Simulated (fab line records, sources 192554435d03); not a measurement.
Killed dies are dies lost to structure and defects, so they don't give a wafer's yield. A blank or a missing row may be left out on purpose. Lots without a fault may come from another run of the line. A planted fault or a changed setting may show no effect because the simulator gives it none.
fab line records | flow n5_finfet | part 1 of 2: steps 1 to 4 of 6
record lots=20 wafers=60 last_day=19
route steps=1938 shown BEOL_M0_SAQP@673 BEOL_M0@735 BEOL_M1@787
lots that met no fault: from a run of the same line without faults
start_h: hours from the record's first day to the start of the lot's first wafer shown | wait_h: hours since the lot's step before | " the same as in the row above | L1.1+2: a row that stands for several wafers | - no value, or no start given | * or withheld: withheld | < > ~ a bound
route shown NAME@n: a module of which the file shows steps, and the number in the route of the first | usual: mean/standard deviation of fault-free wafers | same: alike in all rows | chamber/n: place in a boat | sites: the reading at each site | _std_site: their standard deviation | _edge_site: outer sites' mean less inner sites' | radius_mm: how far each site lies from the wafer's centre | mask NAME#n: copy n | behind: the tool/chamber that last shaped the wafer | hold: why the lot was held/for how many hours/how that ended | device: the transistor (n, p or np) that didn't switch | end of line: the same wafers' tests at the end of the route | a step without rows: its recipe alone | killed: dies lost to structure and defects at the first sort, not the wafer's yield | map: a wafer's dies, x killed, . not, _ none there
set.NAME: the setting as run; set.NAME@STEP: as run at that earlier step | model.NAME: the simulator's own value behind a step, which no gauge read
steps of the route over a sample of lots; a table a step, a row a wafer
services: from which hour (start_h, from the record's first day; less than 0 if before it) a tool's chamber was out of use, for how many hours, and why
## steps
# step N5_BEOL_M0_SAQP_ETCH_107
# recipe chemistry=CH3F/O2 target=SiNx target_depth_a=300 mask_material=SOC pressure_mtorr=30 source_w=395 bias_w=73 Ar_flow_sccm=150 CH3F_flow_sccm=30 O2_flow_sccm=20 ion_energy_ev=120
# usual chamber_pressure_mTorr=30.00/0.045 drypump_motor_current_A=6.1/0.46 oes_product_au=0.75/0.068 rf_vpp_V=298/5.1 showerhead_plenum_p_Torr=1.99/0.061 throttle_valve_pct=16.40/0.22
# columns lot.wafer tool chamber start_h wait_h chamber_pressure_mTorr drypump_motor_current_A oes_product_au rf_hours_counter_h rf_vpp_V showerhead_plenum_p_Torr throttle_valve_pct
L074.1 rie_diel-06 1 110.68 0.0 29.95 5.8 0.77 127 303 1.92 16.06
L074.2 " 0 " " 29.97 6.5 0.94 14 299 2.06 16.06
L074.6 " 0 " " 30.03 6.4 0.94 - 299 2.06 16.07
L075.2 rie_diel-02 1 118.83 0.0 30.02 5.7 0.72 155 298 2.08 16.33
L075.3 " 3 " " 30.01 6.5 0.80 94 294 1.92 16.42
L075.5 " 0 " " 30.01 6.5 0.75 - 306 2.01 16.61
L076.3 rie_diel-05 2 125.04 0.0 30.00 6.7 0.71 210 290 1.98 16.34
L076.4 " 3 " " 30.01 5.2 0.75 - 295 2.01 16.46
L076.5 " 2 " " 29.96 6.7 0.71 - 291 1.99 16.34
L078.3 rie_diel-02 0 134.28 0.0 29.98 6.6 0.75 138 305 2.01 16.60
L078.4 " 2 " " 30.02 5.8 0.71 199 294 1.98 16.48
L078.6 " 2 " " 30.00 5.9 0.72 - 293 1.98 16.50
L080.3 rie_diel-02 1 150.71 0.0 29.94 5.7 0.71 164 298 2.07 16.34
L080.4 " 3 " " 29.98 6.5 0.80 101 293 1.92 16.43
L080.5 " 0 " " 30.00 6.5 0.73 - 305 2.00 16.62
L081.4 rie_diel-05 0 163.55 0.0 30.03 5.9 0.95 5 301 2.04 15.84
L081.5 " 0 " " 30.05 6.0 0.95 - 302 2.04 15.81
L081.6 " 1 " " 29.98 5.7 0.71 - 299 1.91 16.67
L082.1 rie_diel-02 0 167.09 0.0 30.02 6.6 0.73 147 305 2.00 16.62
L082.2 " 1 " " 29.99 5.7 0.71 168 297 2.07 16.36
L082.4 " 2 " " 30.01 5.8 0.70 209 292 1.98 16.52
L083.1 rie_diel-06 2 168.83 0.0 29.99 6.7 0.71 214 303 1.91 16.61
L083.4 " 1 " " 30.02 5.8 0.76 142 303 1.92 16.08
L083.5 " 0 " " 30.01 6.4 0.91 - 300 2.05 16.09
L084.4 rie_diel-06 3 172.48 0.0 29.99 5.5 0.74 165 307 2.08 16.56
L084.5 " 1 " " 30.07 5.8 0.76 - 305 1.92 16.08
L084.6 " 0 " " 30.09 6.4 0.91 - 300 2.05 16.12
L085.1 rie_diel-02 1 179.78 0.0 30.05 5.7 0.71 172 298 2.07 16.36
L085.2 " 0 " " 29.97 6.5 0.73 151 304 2.00 16.64
L085.6 " 1 " " 29.98 5.7 0.71 - 298 2.07 16.35
L086.2 rie_diel-06 2 184.99 0.0 29.99 6.7 0.71 219 301 1.91 16.62
L086.3 " 0 " " 29.99 6.4 0.91 33 298 2.05 16.11
L086.4 " 1 " " 30.02 5.8 0.76 147 302 1.92 16.09
L087.2 rie_diel-06 1 188.69 0.0 30.01 5.8 0.75 147 304 1.92 16.08
L087.3 " 2 " " 29.99 6.7 0.71 219 301 1.91 16.61
L087.4 " 3 " " 29.97 5.5 0.73 169 306 2.08 16.55
L088.1 rie_diel-02 1 197.51 0.0 29.98 5.7 0.70 177 299 2.07 16.36
L088.3 " 0 " " 29.99 6.5 0.73 155 306 2.00 16.64
L088.5 " 2 " " 30.04 5.8 0.71 - 293 1.98 16.51
L089.2 rie_diel-06 1 202.10 0.0 30.06 5.8 0.75 152 303 1.92 16.10
L089.4 " 1 " " 29.99 5.8 0.75 - 303 1.91 16.09
L089.5 " 0 " " 30.02 6.5 0.89 - 299 2.05 16.12
L091.2 rie_diel-02 0 209.60 0.0 30.09 6.6 0.73 159 305 2.00 16.66
L091.4 " 1 " " 29.96 5.7 0.69 182 297 2.07 16.37
L091.5 " 3 " " 30.01 6.6 0.78 - 293 1.91 16.46
L093.1 rie_diel-05 2 222.43 0.0 29.99 6.7 0.70 242 291 1.97 16.41
L093.2 " 0 " " 29.60 5.9 0.91 19 300 2.03 15.84
L093.4 " 1 " " 30.01 5.7 0.68 217 299 1.91 16.70
L094.2 rie_diel-05 2 234.47 0.0 29.99 6.7 0.69 246 290 1.97 16.40
L094.3 " 0 " " 30.03 6.0 0.88 22 300 2.03 15.87
L094.4 " 1 " " 29.96 5.7 0.68 220 298 1.91 16.72
L095.3 rie_diel-02 3 238.61 0.0 29.96 6.5 0.77 127 292 1.91 16.47
L095.4 " 0 " " 29.98 6.5 0.72 167 305 2.00 16.68
L095.5 " 3 " " 29.98 6.5 0.77 - 292 1.91 16.47
L096.2 rie_diel-02 3 244.38 0.0 30.01 6.5 0.77 129 292 1.91 16.47
L096.3 " 0 " " 29.95 6.5 0.72 169 305 2.00 16.67
L096.5 " 2 " " 29.95 5.8 0.68 - 294 1.97 16.55
L097.2 rie_diel-06 3 245.32 0.0 30.01 5.6 0.72 186 307 2.07 16.57
L097.4 " 2 " " 30.03 6.7 0.70 - 300 1.90 16.66
L097.6 " 3 " " 30.01 5.6 0.72 - 308 2.07 16.59
# step N5_BEOL_M0_SAQP_DESCUM_45
# recipe chemistry=O2 time_s=7 source_power_w=50 bias_power_w=20 pressure_mtorr=20 rf_frequency_hz=2.712e+07 temp_c=40 resist=CAR-EUV o2_flow_sccm=225
# usual chamber_pressure_mTorr=19.999/0.017 drypump_motor_current_A=6.1/0.49 o2_flow_sccm=225.0/0.64 oes_product_au=0.75/0.071 rf_vpp_V=242.9/1.3 showerhead_plenum_p_Torr=2.09/0.068 throttle_valve_pct=20.48/0.21
# columns lot.wafer tool chamber start_h wait_h chamber_pressure_mTorr drypump_motor_current_A o2_flow_sccm oes_product_au rf_hours_counter_h rf_vpp_V showerhead_plenum_p_Torr throttle_valve_pct
L074.1 rie_diel-06 3 112.67 0.0 20.013 5.6 224.7 0.73 149 245.7 2.19 20.64
L074.2 " 2 " " 20.007 6.7 225.1 0.71 199 241.2 2.00 20.63
L074.6 " 3 " " 19.979 5.6 224.3 0.73 - 245.0 2.19 20.64
L075.2 rie_diel-05 2 122.93 0.4 19.973 6.7 223.5 0.72 209 242.0 2.09 20.41
L075.3 " 3 " " 20.014 5.2 225.4 0.73 173 242.7 2.09 20.41
L075.5 " 2 " " 20.010 6.8 224.1 0.72 - 241.8 2.08 20.40
L076.3 rie_diel-06 1 126.69 0.0 20.026 5.8 225.3 0.79 132 242.3 2.02 20.16
L076.4 " 0 " " 19.997 6.4 224.4 0.96 18 243.6 2.15 20.16
L076.5 " 3 " " 20.006 5.5 225.5 0.74 - 244.1 2.19 20.65
L078.3 rie_diel-02 1 136.47 0.2 20.007 5.7 225.2 0.72 159 244.3 2.18 20.44
L078.4 " 2 " " 19.989 5.8 224.9 0.71 200 242.5 2.07 20.44
L078.6 " 0 " " 20.007 6.5 225.6 0.75 - 243.7 2.10 20.69
L080.3 rie_diel-02 3 152.13 0.0 20.016 6.5 224.0 0.79 102 241.8 2.02 20.64
L080.4 " 2 " " 20.003 5.8 225.2 0.71 205 243.3 2.07 20.44
L080.5 " 0 " " 20.004 6.5 224.2 0.73 - 243.1 2.10 20.71
L081.4 rie_diel-02 3 165.43 0.0 19.987 6.6 224.9 0.79 106 240.7 2.02 20.65
L081.5 " 2 " " 20.023 5.8 225.7 0.71 - 241.3 2.07 20.44
L081.6 " 1 " " 20.003 5.7 225.9 0.72 - 243.2 2.18 20.46
L082.1 rie_diel-05 0 168.72 0.0 20.007 5.9 225.4 0.95 7 243.9 2.14 19.95
L082.2 " 2 " " 19.994 6.7 224.4 0.72 223 243.4 2.08 20.43
L082.4 " 3 " " 19.992 5.2 224.8 0.73 188 243.4 2.08 20.43
L083.1 rie_diel-05 3 171.85 0.0 19.987 5.2 225.5 0.73 188 242.5 2.08 20.42
L083.4 " 2 " " 20.005 6.7 225.3 0.71 224 242.2 2.08 20.41
L083.5 " 0 " " 20.001 6.0 224.9 0.94 - 242.8 2.14 19.92
L084.4 rie_diel-02 1 174.03 0.0 19.976 5.7 224.8 0.72 170 244.8 2.18 20.46
L084.5 " 0 " " 20.007 6.6 226.0 0.73 - 243.9 2.09 20.74
L084.6 " 1 " " 20.029 5.7 223.8 0.72 - 245.2 2.18 20.45
L085.1 rie_diel-06 0 181.32 0.0 19.988 6.4 225.2 0.91 32 244.0 2.14 20.17
L085.2 " 1 " " 19.984 5.8 224.7 0.77 146 241.6 2.02 20.16
L085.6 " 1 " " 19.965 5.8 224.1 0.77 - 241.6 2.02 20.17
L086.2 rie_diel-06 3 188.10 0.0 19.978 5.5 225.2 0.72 169 243.5 2.18 20.69
L086.3 " 1 " " 20.016 5.8 224.8 0.77 147 240.8 2.02 20.17
L086.4 " 0 " " 20.026 6.5 225.2 0.91 34 244.0 2.14 20.19
L087.2 rie_diel-06 0 192.06 0.8 20.003 6.5 224.5 0.90 36 244.3 2.14 20.20
L087.3 " 3 " " 20.011 5.6 225.0 0.72 171 244.8 2.18 20.70
L087.4 " 2 " " 20.033 6.7 224.5 0.70 220 242.6 1.99 20.68
L088.1 rie_diel-06 1 199.70 0.0 19.975 5.8 224.0 0.76 150 243.2 2.01 20.18
L088.3 " 0 " " 19.990 6.4 224.5 0.90 38 242.9 2.14 20.21
L088.5 " 3 " " 19.996 5.6 225.0 0.71 - 244.8 2.18 20.68
L089.2 rie_diel-05 1 203.52 0.0 20.000 5.7 224.1 0.70 210 240.8 1.98 20.63
L089.4 " 2 " " 20.029 6.7 223.1 0.70 236 241.9 2.08 20.44
L089.5 " 1 " " 19.979 5.7 224.2 0.69 - 241.9 1.98 20.61
L091.2 rie_diel-06 0 211.19 0.0 19.998 6.4 226.2 0.90 41 243.5 2.14 20.20
L091.4 " 1 " " 19.971 5.8 224.7 0.77 155 240.9 2.01 20.19
L091.5 " 3 " " 20.024 5.6 224.5 0.71 - 244.2 2.18 20.70
L093.1 rie_diel-05 0 224.39 0.2 19.985 6.0 225.0 0.90 20 244.2 2.13 19.95
L093.2 " 1 " " 20.025 5.7 227.2 0.69 217 242.9 1.97 20.64
L093.4 " 3 " " 19.995 5.2 224.8 0.72 207 243.3 2.08 20.44
L094.2 rie_diel-02 2 236.29 0.2 20.033 5.9 224.5 0.69 232 242.6 2.06 20.47
L094.3 " 3 " " 19.977 6.6 223.9 0.77 127 242.7 2.01 20.67
L094.4 " 0 " " 20.005 6.5 224.5 0.72 166 243.4 2.09 20.76
L095.3 rie_diel-06 2 240.16 0.0 20.013 6.7 224.8 0.70 235 242.0 1.99 20.69
L095.4 " 3 " " 19.971 5.5 224.2 0.70 185 244.8 2.17 20.69
L095.5 " 3 " " 19.994 5.6 224.6 0.71 - 245.0 2.17 20.70
L096.2 rie_diel-02 3 245.92 0.0 19.963 6.6 225.5 0.77 130 240.7 2.01 20.68
L096.3 " 2 " " 19.996 5.9 226.2 0.68 235 243.3 2.06 20.50
L096.5 " 1 " " 19.989 5.7 225.0 0.70 - 243.6 2.17 20.50
L097.2 rie_diel-06 0 246.87 0.0 20.006 6.5 223.9 0.88 52 242.4 2.13 20.23
L097.4 " 2 " " 20.023 6.8 225.6 0.69 - 240.9 1.99 20.69
L097.6 " 3 " " 20.003 5.6 224.9 0.70 - 243.4 2.17 20.71
# step N5_BEOL_M0_SAQP_ETCH_49
# recipe chemistry=CF4/O2 target_depth_a=370 target=SiO2 pressure_mtorr=40 source_w=535 bias_w=49 Ar_flow_sccm=100 cf4_flow_sccm=100 O2_flow_sccm=10 ion_energy_ev=100
# usual chamber_pressure_mTorr=40.00/0.035 drypump_motor_current_A=6.1/0.5 oes_product_au=0.74/0.06 rf_vpp_V=240/4.3 showerhead_plenum_p_Torr=2.19/0.059 throttle_valve_pct=15.94/0.17
# columns lot.wafer tool chamber start_h wait_h chamber_pressure_mTorr drypump_motor_current_A oes_product_au rf_hours_counter_h rf_vpp_V showerhead_plenum_p_Torr throttle_valve_pct
L074.1 rie_diel-06 1 113.50 0.3 39.98 5.8 0.78 128 245 2.12 15.56
L074.2 " 2 " " 39.96 6.7 0.72 200 243 2.12 16.10
L074.6 " 2 " " 40.00 6.7 0.72 - 244 2.12 16.12
L075.2 rie_diel-05 2 123.74 0.3 40.02 6.7 0.71 209 235 2.20 15.90
L075.3 " 1 " " 40.01 5.7 0.72 184 244 2.11 16.11
L075.5 " 3 " " 39.92 5.2 0.73 - 239 2.21 15.94
L076.3 rie_diel-05 3 127.50 0.3 40.08 5.2 0.73 175 238 2.21 15.92
L076.4 " 2 " " 40.00 6.7 0.72 - 236 2.20 15.89
L076.5 " 1 " " 40.04 5.7 0.72 - 243 2.11 16.13
L078.3 rie_diel-02 2 137.91 0.3 39.98 5.8 0.70 201 238 2.18 15.96
L078.4 " 3 " " 40.01 6.5 0.81 98 236 2.12 15.91
L078.6 " 0 " " 39.97 6.5 0.74 - 247 2.20 16.03
L080.3 rie_diel-05 3 152.94 0.3 39.99 5.2 0.74 183 238 2.21 15.97
L080.4 " 0 " " 40.03 6.0 0.97 2 245 2.26 15.38
L080.5 " 1 " " 40.00 5.7 0.72 - 243 2.11 16.12
L081.4 rie_diel-02 2 166.24 0.3 40.01 5.8 0.69 209 237 2.18 15.96
L081.5 " 2 " " 40.02 5.8 0.69 - 237 2.18 15.96
L081.6 " 1 " " 40.00 5.7 0.70 - 240 2.28 15.85
L082.1 rie_diel-02 2 170.55 0.3 39.98 5.8 0.70 210 234 2.18 15.97
L082.2 " 1 " " 40.03 5.7 0.72 169 241 2.28 15.86
L082.4 " 0 " " 40.06 6.6 0.73 148 247 2.20 16.04
L083.1 rie_diel-02 2 172.73 0.3 40.00 5.9 0.69 211 237 2.18 15.97
L083.4 " 3 " " 40.00 6.6 0.80 108 236 2.12 15.93
L083.5 " 3 " " 40.05 6.5 0.79 - 235 2.12 15.92
L084.4 rie_diel-02 2 174.84 0.3 40.00 5.8 0.69 212 238 2.18 15.96
L084.5 " 3 " " 40.03 6.5 0.79 - 237 2.12 15.93
L084.6 " 2 " " 40.01 5.8 0.70 - 236 2.18 15.97
L085.1 rie_diel-06 1 182.41 0.3 40.04 5.8 0.76 146 246 2.12 15.59
L085.2 " 3 " " 39.98 5.6 0.72 168 247 2.29 16.06
L085.6 " 1 " " 39.99 5.8 0.75 - 245 2.12 15.58
L086.2 rie_diel-05 3 188.91 0.3 39.97 5.2 0.74 193 237 2.21 15.96
L086.3 " 2 " " 40.02 6.7 0.71 229 234 2.19 15.93
L086.4 " 3 " " 40.06 5.2 0.73 - 239 2.21 15.97
L087.2 rie_diel-05 3 192.87 0.3 40.06 5.2 0.73 196 237 2.21 15.97
L087.3 " 1 " " 40.02 5.8 0.71 207 242 2.10 16.16
L087.4 " 3 " " 39.97 5.2 0.72 - 237 2.21 15.98
L088.1 rie_diel-02 2 200.51 0.3 40.01 5.8 0.68 219 238 2.17 15.98
L088.3 " 3 " " 40.05 6.5 0.78 115 237 2.12 15.94
L088.5 " 0 " " 40.01 6.5 0.72 - 246 2.19 16.05
L089.2 rie_diel-02 3 204.37 0.3 40.01 6.5 0.79 117 237 2.12 15.94
L089.4 " 1 " " 39.99 5.7 0.71 180 242 2.28 15.89
L089.5 " 1 " " 40.00 5.7 0.71 - 241 2.28 15.87
L091.2 rie_diel-02 2 212.00 0.3 40.02 5.8 0.68 224 237 2.17 16.00
L091.4 " 1 " " 40.02 5.7 0.69 182 242 2.28 15.88
L091.5 " 3 " " 40.01 6.6 0.78 - 236 2.12 15.95
L093.1 rie_diel-02 0 225.20 0.3 40.00 6.5 0.72 164 248 2.19 16.08
L093.2 " 2 " " 39.99 5.9 0.68 228 236 2.17 16.01
L093.4 " 1 " " 40.07 5.7 0.70 187 241 2.28 15.91
L094.2 rie_diel-02 1 237.10 0.3 40.03 5.7 0.70 190 241 2.27 15.91
L094.3 " 2 " " 39.98 5.9 0.68 232 237 2.17 16.00
L094.4 " 0 " " 40.02 6.5 0.72 167 247 2.19 16.10
L095.3 rie_diel-05 2 241.04 0.3 39.97 6.7 0.69 248 233 2.18 15.94
L095.4 " 0 " " 39.96 6.0 0.89 24 245 2.25 15.44
L095.5 " 0 " " 40.00 5.9 0.90 - 243 2.25 15.45
L096.2 rie_diel-02 2 246.73 0.3 39.99 5.9 0.68 235 236 2.17 16.02
L096.3 " 0 " " 39.95 6.5 0.71 170 245 2.19 16.09
L096.5 " 2 " " 39.98 5.8 0.67 - 237 2.17 16.02
L097.2 rie_diel-02 0 247.81 0.4 40.02 6.6 0.71 170 247 2.19 16.08
L097.4 " 2 " " 40.05 5.8 0.68 235 236 2.17 16.02
L097.6 " 0 " " 40.06 6.6 0.71 - 246 2.19 16.08
# step N5_BEOL_M0_ANNEAL_117
# recipe temp_c=400 time_s=60 ambient=vacuum
# usual heater_power_w=853/64 susceptor_temp_C_max=401.1/0.39
# columns lot.wafer tool chamber start_h wait_h heater_power_w susceptor_temp_C_max
L074.1 pvd_sputter-02 - 117.34 0.0 808 401.2
L074.2 " - " " 1003 400.6
L074.6 " - " " 856 401.3
L075.2 pvd_sputter-03 - 130.72 0.0 859 400.7
L075.3 " - " " 844 400.9
L075.5 " - " " 885 402.1
L076.3 pvd_sputter-02 - 135.17 0.0 792 401.2
L076.4 " - " " 859 401.3
L076.5 " - " " 847 400.8
L078.3 pvd_sputter-02 - 142.12 0.0 802 401.0
L078.4 " - " " 1007 400.8
L078.6 " - " " 835 401.3
L080.3 pvd_sputter-01 - 159.91 0.0 889 401.3
L080.4 " - " " 886 401.2
L080.5 " - " " 853 401.0
L081.4 pvd_sputter-02 - 169.11 0.0 1013 400.5
L081.5 " - " " 845 401.0
L081.6 " - " " 1014 400.8
L082.1 pvd_sputter-01 - 176.74 0.0 859 401.1
L082.2 " - " " 838 401.2
L082.4 " - " " 882 400.8
L083.1 pvd_sputter-01 - 177.82 0.0 860 401.0
L083.4 " - " " 883 400.7
L083.5 " - " " 781 401.2
L084.4 pvd_sputter-03 - 183.95 0.0 866 400.5
L084.5 " - " " 864 400.8
L084.6 " - " " 895 402.2
L085.1 pvd_sputter-02 - 190.48 0.0 817 400.7
L085.2 " - " " 842 400.8
L085.6 " - " " 795 400.9
L086.2 pvd_sputter-01 - 194.00 0.0 806 401.2
L086.3 " - " " 843 400.8
L086.4 " - " " 849 400.9
L087.2 pvd_sputter-01 - 197.36 0.0 804 401.3
L087.3 " - " " 838 400.9
L087.4 " - " " 851 400.8
L088.1 pvd_sputter-02 - 207.47 0.0 1015 400.6
L088.3 " - " " 822 401.4
L088.5 " - " " 788 401.2
L089.2 pvd_sputter-03 - 209.87 0.0 826 400.9
L089.4 " - " " 867 400.7
L089.5 " - " " 824 400.4
L091.2 pvd_sputter-02 - 216.81 0.0 810 401.4
L091.4 " - " " 1018 400.8
L091.5 " - " " 817 400.7
L093.1 pvd_sputter-01 - 235.36 0.0 885 400.9
L093.2 " - " " 842 401.0
L093.4 " - " " 834 400.7
L094.2 pvd_sputter-01 - 242.61 0.0 869 400.8
L094.3 " - " " 794 401.5
L094.4 " - " " 845 400.6
L095.3 pvd_sputter-02 - 249.77 0.0 816 401.8
L095.4 " - " " 793 401.0
L095.5 " - " " 795 401.1
L096.2 pvd_sputter-01 - 250.23 0.0 776 401.3
L096.3 " - " " 859 402.3
L096.5 " - " " 874 401.8
L097.2 pvd_sputter-01 - 250.89 0.0 792 401.6
L097.4 " - " " 831 400.6
L097.6 " - " " 874 400.9
